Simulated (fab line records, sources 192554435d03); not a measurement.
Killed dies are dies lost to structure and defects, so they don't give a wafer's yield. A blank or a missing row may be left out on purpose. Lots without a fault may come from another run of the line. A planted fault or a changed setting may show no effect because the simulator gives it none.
Chamber matching | flow n5_finfet | N5_SPACER0_ALD_07 on ald_sin-02: 4 sister chambers
The step deposits SiNx, target thk 2 nm. 24 wafers are shown with their chamber, then 12 later ones without.

WAFERS WITH THEIR CHAMBER
wafer  | chamber | heater_power_w (W) | susceptor_temp_C (C)
L075.2 | 3       | 934                | 400.00
L075.4 | 1       | 839                | 399.83
L075.6 | 3       | 914                | 399.92
L077.1 | 1       | 855                | 399.96
L077.2 | 0       | 1011               | 399.93
L077.5 | 3       | 939                | 399.99
L078.2 | 3       | 937                | 399.88
L078.5 | 0       | 991                | 400.64
L078.6 | 1       | 870                | 399.73
L079.3 | 2       | 887                | 399.86
L079.4 | 3       | 927                | 399.53
L079.5 | 0       | 1009               | 399.68
L080.2 | 2       | 868                | 399.83
L080.5 | 1       | 843                | 400.03
L080.6 | 2       | 884                | 399.90
L081.2 | 3       | 941                | 400.01
L081.4 | 0       | 999                | 399.84
L081.5 | 0       | 1004               | 399.81
L082.1 | 3       | 943                | 400.24
L082.3 | 1       | 840                | 400.30
L082.5 | 2       | 880                | 400.09
L083.1 | 3       | 921                | 400.31
L083.3 | 1       | 865                | 399.73
L083.4 | 2       | 889                | 399.93

SIGNATURES (means of the wafers above)
reading          | chamber 0 | chamber 1 | chamber 2 | chamber 3 | scatter within a chamber
heater_power_w   | 1002.80   | 852.00    | 881.60    | 932.00    | 10.4
susceptor_temp_C | 399.9800  | 399.9300  | 399.9220  | 399.9850  | 0.25
Rule: a wafer's distance from a chamber is the root of the sum, over the readings, of the square of ((its reading less the chamber's mean) divided by the reading's scatter). The wafer belongs to the nearest chamber; if the next one is less than 2 further off, it can't be placed. The scatter: the root of (the sum of the squares of (reading less its chamber's mean) over the shown wafers, divided by (wafers less chambers)).

WAFERS WITHOUT THEIR CHAMBER
wafer  | heater_power_w (W) | susceptor_temp_C (C)
L087.3 | 894                | 400.26
L087.4 | 997                | 399.89
L087.5 | 904                | 400.39
L091.1 | 872                | 400.15
L091.2 | 891                | 399.96
L091.3 | 1009               | 400.06
L095.2 | 877                | 399.80
L095.3 | 1004               | 400.11
L095.4 | 897                | 399.84
L096.1 | 916                | 400.30
L096.2 | 942                | 399.71
L096.4 | 1007               | 400.34

WHICH CHAMBER EACH WENT THROUGH
wafer  | from the rows above     | in truth
L087.3 | 2                       | 2
L087.4 | 0                       | 0
L087.5 | can't be placed: 2 or 3 | 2
L091.1 | can't be placed: 2 or 1 | 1
L091.2 | 2                       | 2
L091.3 | 0                       | 0
L095.2 | can't be placed: 2 or 1 | 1
L095.3 | 0                       | 0
L095.4 | can't be placed: 2 or 3 | 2
L096.1 | can't be placed: 3 or 2 | 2
L096.2 | 3                       | 3
L096.4 | 0                       | 0
Placed correctly: 7 of 12. Can't be placed from these rows: 5 (the true chamber is among the candidates in 5). Placed wrongly: 0.
